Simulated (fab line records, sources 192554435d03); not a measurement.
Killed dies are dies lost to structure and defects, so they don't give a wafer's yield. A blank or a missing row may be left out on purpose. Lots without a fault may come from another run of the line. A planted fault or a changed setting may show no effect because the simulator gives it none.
Chamber matching | flow n5_finfet | N5_FIN_SAQP_HM_DEP_72 on pecvd-02: 3 sister chambers
The step deposits SiO2 from SiH4/N2O, target thk 12 nm, time 7.2 s. 3 wafers are shown with their chamber, then 8 later ones without.

WAFERS WITH THEIR CHAMBER
wafer  | chamber | showerhead_plenum_p_Torr (Torr)
L083.5 | 2       | 8.15
L086.3 | 0       | 7.99
L090.2 | 1       | 7.90

WAFERS WITHOUT THEIR CHAMBER
wafer  | showerhead_plenum_p_Torr (Torr)
L090.4 | 7.97
L090.5 | 7.91
L094.1 | 7.93
L094.2 | 7.98
L094.6 | 7.96
L095.1 | 7.97
L095.4 | 7.98
L095.6 | 7.90

WHICH CHAMBER EACH WENT THROUGH
wafer  | from the rows above     | in truth
L090.4 | 0                       | 0
L090.5 | 1                       | 1
L094.1 | can't be placed: 1 or 0 | 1
L094.2 | 0                       | 0
L094.6 | can't be placed: 0 or 1 | 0
L095.1 | 0                       | 0
L095.4 | 0                       | 0
L095.6 | 1                       | 1
Placed correctly: 6 of 8. Can't be placed from these rows: 2 (the true chamber is among the candidates in 2). Placed wrongly: 0.
How it was worked out, from the rows above alone: a wafer's distance from a chamber is the root of the sum, over the readings, of the square of ((its reading less the chamber's mean) divided by the reading's scatter). The wafer belongs to the nearest chamber; if the next one is less than 2 further off, it can't be placed. A chamber's mean is the mean of its shown wafers. The scatter: with one shown wafer a chamber, the root of the mean of the squares of how far each hidden wafer lies from its nearest shown one.
